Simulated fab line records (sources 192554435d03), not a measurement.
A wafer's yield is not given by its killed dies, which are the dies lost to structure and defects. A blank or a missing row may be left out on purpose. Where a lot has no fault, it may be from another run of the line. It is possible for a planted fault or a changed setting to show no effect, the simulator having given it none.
The same fault as seen by 2 desks / flow n5_finfet / only its own numbers are on each desk; what lay behind them is given at the end

== DESK OF THE TOOL OWNER: rie_diel-05 ==
The tool's own readings at N5_BEOL_M0_SAQP_CUT_ETCH_46 (etches SOC in N2/H2, target depth 135 nm, overetch 27 nm, time 202.5 s): means of the sampled wafers that have a number, for each lot that ran on this tool. Any lot whose mean is over 4 standard deviations away from the usual mean is out of limits and marked OUT; that distance is given in the brackets.
Columns: A = chamber_pressure_mTorr at N5_BEOL_M0_SAQP_CUT_ETCH_46, usual 29.994 mTorr; B = drypump_motor_current_A at N5_BEOL_M0_SAQP_CUT_ETCH_46, usual 5.7 A; C = rf_fwd_power_W at N5_BEOL_M0_SAQP_CUT_ETCH_46, usual 837.3 W; D = rf_vpp_V at N5_BEOL_M0_SAQP_CUT_ETCH_46, usual 524.0 V; E = showerhead_plenum_p_Torr at N5_BEOL_M0_SAQP_CUT_ETCH_46, usual 2.55 Torr; F = throttle_valve_pct at N5_BEOL_M0_SAQP_CUT_ETCH_46, usual 17.8 %
lot=L481; first seen here=day 6 21:12; A=29.982; B=5.9; C=838.2; D=524.0; E=2.55; F=18.1
lot=L485; first seen here=day 7 16:56; A=29.986; B=5.6; C=837.0; D=523.8; E=2.55; F=17.8
lot=L495; first seen here=day 10 07:37; A=29.999; B=5.8; C=904.7 (+25) OUT; D=511.1 (-8.1) OUT; E=2.52; F=18.1
lot=L496; first seen here=day 10 21:38; A=29.999; B=5.7; C=905.1 (+25) OUT; D=511.8 (-7.6) OUT; E=2.53; F=18.2
This desk's finding: out of limits on L495, L496; first on L495, day 10 07:37 (rf_fwd_power_W at N5_BEOL_M0_SAQP_CUT_ETCH_46). Within limits: L481, L485.

== THE METROLOGY DESK ==
Lot by lot, what the gauges showed, no matter which tool ran the lot: averages of those sampled wafers that carry a number. Any lot whose mean is over 4 standard deviations away from the usual mean is out of limits and marked OUT; that distance is given in the brackets. It has 10 readings; the 7 that lie furthest out on some lot are the ones shown.
Columns: A = DIBL_N at N5_BEOL_M4_RC_MEAS_101, usual 36.4 mV/V; B = DIBL_P at N5_BEOL_M4_RC_MEAS_101, usual 36.3 mV/V; C = IOFF_N at N5_BEOL_M4_RC_MEAS_101, usual 0.162 nA/um; D = ION_N at N5_BEOL_M4_RC_MEAS_101, usual 676 uA/um; E = SS_N at N5_BEOL_M4_RC_MEAS_101, usual 71.5 mV/dec; F = SS_P at N5_BEOL_M4_RC_MEAS_101, usual 73.3 mV/dec; G = VT_N at N5_BEOL_M4_RC_MEAS_101, usual 249.3 mV
lot=L481; first seen here=day 8 16:02; A=37.4; B=38.5; C=0.176; D=686; E=71.8; F=73.7; G=248.7
lot=L482; first seen here=day 9 03:29; A=36.6; B=36.8; C=0.173; D=694; E=71.5; F=73.8; G=247.8
lot=L485; first seen here=day 10 01:58; A=35.2; B=36.6; C=0.147; D=671; E=71.2; F=73.5; G=250.0
lot=L494; first seen here=day 11 22:46; A=36.1; B=36.6; C=0.145; D=676; E=71.0; F=72.8; G=252.9
lot=L495; first seen here=day 12 05:59; A=38.9; B=37.4; C=0.195; D=675; E=72.5; F=73.9; G=248.1
lot=L496; first seen here=day 13 04:40; A=36.1; B=36.3; C=0.166; D=682; E=71.8; F=73.9; G=249.4
lot=L498; first seen here=day 13 06:31; A=37.0; B=36.6; C=0.168; D=676; E=71.7; F=74.3; G=248.4
lot=L500; first seen here=day 13 09:50; A=35.6; B=34.7; C=0.145; D=679; E=71.2; F=73.2; G=249.4
Finding of this desk: none of the 8 lots has anything out of limits.

== PUT TOGETHER ==
At day 10 07:37, on L495, L496, the tool owner's desk was in a position to raise an alarm.
Metrology desk: nothing out of limits seen.
The metrology desk holds a record of L495, L496, inside its limits.
The lots listed all ran N5_BEOL_M0_SAQP_CUT_ETCH_46 on rie_diel-05.

== WHAT THE SIMULATOR HAD INSERTED ==
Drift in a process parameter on rie_diel-05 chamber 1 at N5_BEOL_M0_SAQP_CUT_ETCH_46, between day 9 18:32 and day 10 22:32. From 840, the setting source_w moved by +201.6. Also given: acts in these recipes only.
Shown lots that were struck: L495, L496.
Delay in hours, fault start to first out-of-limits reading, by desk: the tool owner's desk at 13.
